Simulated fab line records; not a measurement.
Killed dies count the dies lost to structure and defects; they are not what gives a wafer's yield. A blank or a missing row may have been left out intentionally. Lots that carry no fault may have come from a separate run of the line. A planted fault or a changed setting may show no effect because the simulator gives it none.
Code-filled problem report in 8D (eight disciplines) form :: flow n5 finfet :: the parts of the form that need people (team, actions taken, sign-off) are left out

== 1. THE ISSUE ==
Wafers without a fault read 407.3 nm, standard deviation 1.8; cd nm at N5_BEOL_M15_CD_MEAS_28 reads a mean of 423.5 nm on 3 wafers belonging to 2 lots. Relative to the usual mean, that is a shift of +9.0 standard deviations.
The step: target cd 407.6 nm.
Earliest sighting: wafer L139.6 on cd sem-02 at day 14 23:09. The record has a number at this step for 30 wafers belonging to 10 lots. Rule for "out", or "out of limits": more than 4 standard deviations from the usual mean. The rest of the wafers with a number are treated as sound.

== 2. WHAT IT IS; WHAT IT IS NOT ==
question: which readings at this step
is: cd nm
is not: -

question: which lots
is: L139, L144
is not: L129, L131, L132, L134, L136, L146, L151, L152

question: which wafers of those lots
is: L139.6, L144.3, L144.4
is not: L139.1, L139.5, L144.5

question: read on which gauges
is: cd sem-01, cd sem-02
is not: cd sem-03

question: when
is: from day 14 23:09
is not: up to then (17 sound wafers); but 10 sound wafers of L144, L146, L151, L152 came after

== 3. THE SUSPECTS, EACH WITH WHAT RULES IT OUT ==
Counting: if a tool at a process step up to the reading ran every lot that is out, it stays a suspect. Sound lots after the first of them don't rule it out here, since some wafers of a struck lot are sound.
- the gauge at N5_BEOL_M15_CD_MEAS_28 is ruled out. 2 gauges (cd sem-01, cd sem-02) read the wafers that are out.
- litho track-01 at N5_BEOL_M15_PEB_26 (peb time 90 s): kept. Every lot that is out went through it, the first being L139 (day 14 23:02); the last sound lot it ran before that was L136 (day 12 22:44).
Remaining after the count: litho track-01 at N5_BEOL_M15_PEB_26.

== 4. THE CAUSE (what the simulator had put in) ==
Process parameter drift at N5_BEOL_M15_PEB_26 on litho track-01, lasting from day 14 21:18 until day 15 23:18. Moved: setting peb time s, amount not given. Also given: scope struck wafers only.
After counting, this tool was the only one left.

== 5. THE CHAIN OF EFFECTS, in route order ==
Rows list readings where the struck wafers' mean (over those with a number) sits beyond 3 standard deviations from the usual. Only readings whose record carries a usual standard deviation are examined. hours: median over the lots of the time between each lot's start at the first step of this table that gives one and its start at this step. sigmas: the change, counted in usual standard deviations.
hours: 0
step: N5_BEOL_M15_CD_MEAS_28
reading: cd nm
usual: 407.3 nm
on struck wafers: 423.5
change: +16.2
sigmas: +9.0

== 6. HOW IT WOULD HAVE BEEN CAUGHT EARLIER ==
2 hours passed between the start of the fault at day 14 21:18 and the first reading out of limits at a measuring or inspecting step in this record, taken at day 14 23:09.
Among the 2 lots that are out, L144 began N5_BEOL_M15_PEB_26 on litho track-01 after day 14 23:09. Holding the tool at that time would have saved it.
